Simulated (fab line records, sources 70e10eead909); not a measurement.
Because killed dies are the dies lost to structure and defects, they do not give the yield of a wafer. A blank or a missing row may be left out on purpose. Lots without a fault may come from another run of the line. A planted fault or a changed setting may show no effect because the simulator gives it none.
Chamber matching | flow nand-harc | 3 sister chambers for NHARC_P_M2_PRE_CLEAN_32 on pecvd-03
The step time 12 s. 3 wafers are shown with their chamber, then 10 later ones without.

## WAFERS WITH THEIR CHAMBER
wafer  | chamber | heater-power-w (W)
L086.2 | 2       | 769
L085.3 | 1       | 690
L085.4 | 0       | 533

## WAFERS WITHOUT THEIR CHAMBER
wafer  | heater-power-w (W)
L085.5 | 723
L091.2 | 607
L091.3 | 773
L091.4 | 595
L094.1 | 675
L094.2 | 692
L094.3 | 612
L095.1 | 521
L095.4 | 750
L095.5 | 511

## WHICH CHAMBER EACH WENT THROUGH
wafer  | from the rows above          | in truth
L085.5 | can't be placed: 1 or 2      | 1
L091.2 | can't be placed: 0 or 1      | 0
L091.3 | can't be placed: 2 or 1      | 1
L091.4 | can't be placed: 0 or 1      | 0
L094.1 | can't be placed: 1 or 2      | 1
L094.2 | can't be placed: 1 or 2      | 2
L094.3 | can't be placed: 1 or 0 or 2 | 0
L095.1 | 0                            | 0
L095.4 | can't be placed: 2 or 1      | 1
L095.5 | 0                            | 0
Correctly placed: 2 of 10. From these rows, 8 cannot be placed; in 8 the true chamber is one of the candidates. Placed wrongly: 0.
How it was worked out, from the rows above alone: a wafer's distance from a chamber is the root of the sum, over the readings, of the square of ((its reading less the chamber's mean) divided by the reading's scatter). If the next closest chamber is less than 2 further off than the closest, the wafer can't be placed; otherwise it belongs to the closest. For every chamber, the mean is computed from those of its wafers that are shown. The scatter: with one shown wafer a chamber, the root of the mean of the squares of how far each hidden wafer lies from its nearest shown one.
